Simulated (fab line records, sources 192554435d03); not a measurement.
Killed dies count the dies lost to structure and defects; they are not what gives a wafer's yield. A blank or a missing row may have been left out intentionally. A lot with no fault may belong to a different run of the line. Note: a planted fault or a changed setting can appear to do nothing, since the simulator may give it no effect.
Chamber matching | flow n5-finfet | N5_BEOL_M7_ALD_77 on ald-metal-01: 4 sister chambers
The step deposits TaN, target thk 2 nm, pulse time 2 s, purge time 3 s. 16 wafers are shown with their chamber, then 8 later ones without.

## WAFERS, EACH WITH ITS CHAMBER
wafer  | chamber | heater-power-w (W) | heater-power-outer-w (W) | mfc-carrier-sccm (sccm)
L074.3 | 2       | 422                | 206                      | 1496
L074.4 | 0       | 364                | 206                      | 1501
L074.5 | 1       | 438                | 231                      | 1495
L075.2 | 1       | 452                | 229                      | 1499
L075.5 | 3       | 375                | 211                      | 1505
L075.6 | 2       | 413                | 205                      | 1503
L076.1 | 2       | 428                | 208                      | 1497
L076.4 | 3       | 388                | 203                      | 1502
L076.6 | 1       | 446                | 228                      | 1499
L080.3 | 2       | 421                | 212                      | 1504
L080.4 | 1       | 437                | 232                      | 1500
L080.5 | 3       | 374                | 206                      | 1506
L079.3 | 2       | 420                | 198                      | 1501
L079.4 | 1       | 438                | 236                      | 1498
L079.6 | 2       | 420                | 207                      | 1498
L084.1 | 2       | 412                | 205                      | 1502

SIGNATURES (means of the wafers above)
reading              | chamber 0 | chamber 1 | chamber 2 | chamber 3 | scatter within a chamber
heater-power-w       | 364.00    | 442.20    | 419.43    | 379.00    | 6.29
heater-power-outer-w | 206.00    | 231.20    | 205.86    | 206.67    | 3.85
mfc-carrier-sccm     | 1501.00   | 1498.20   | 1500.14   | 1504.33   | 2.62
Rule: a wafer's distance from a chamber is the root of the sum, over the readings, of the square of ((its reading less the chamber's mean) divided by the reading's scatter). If the next closest chamber is less than 2 further off than the closest, the wafer can't be placed; otherwise it belongs to the closest. The scatter: the root of (the sum of the squares of (reading less its chamber's mean) over the shown wafers, divided by (wafers less chambers)).

## WAFERS WHOSE CHAMBER IS MISSING
wafer  | heater-power-w (W) | heater-power-outer-w (W) | mfc-carrier-sccm (sccm)
L084.3 | 370                | 198                      | 1504
L084.4 | 376                | 201                      | 1508
L091.2 | 372                | 201                      | 1497
L091.3 | 417                | 205                      | 1501
L091.6 | 366                | 202                      | 1498
L094.2 | 379                | 202                      | 1502
L094.3 | 371                | 198                      | 1505
L094.5 | 371                | 200                      | 1502

## THE CHAMBER EACH PASSED THROUGH
wafer  | from the rows above     | in truth
L084.3 | can't be placed: 0 or 3 | 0
L084.4 | can't be placed: 3 or 0 | 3
L091.2 | can't be placed: 0 or 3 | 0
L091.3 | 2                       | 2
L091.6 | can't be placed: 0 or 3 | 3
L094.2 | can't be placed: 3 or 0 | 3
L094.3 | can't be placed: 3 or 0 | 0
L094.5 | can't be placed: 0 or 3 | 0
Correct placement for 1 of the 8. These rows do not allow placing 7 (true chamber among the candidates in 7). Number placed wrongly: 0.
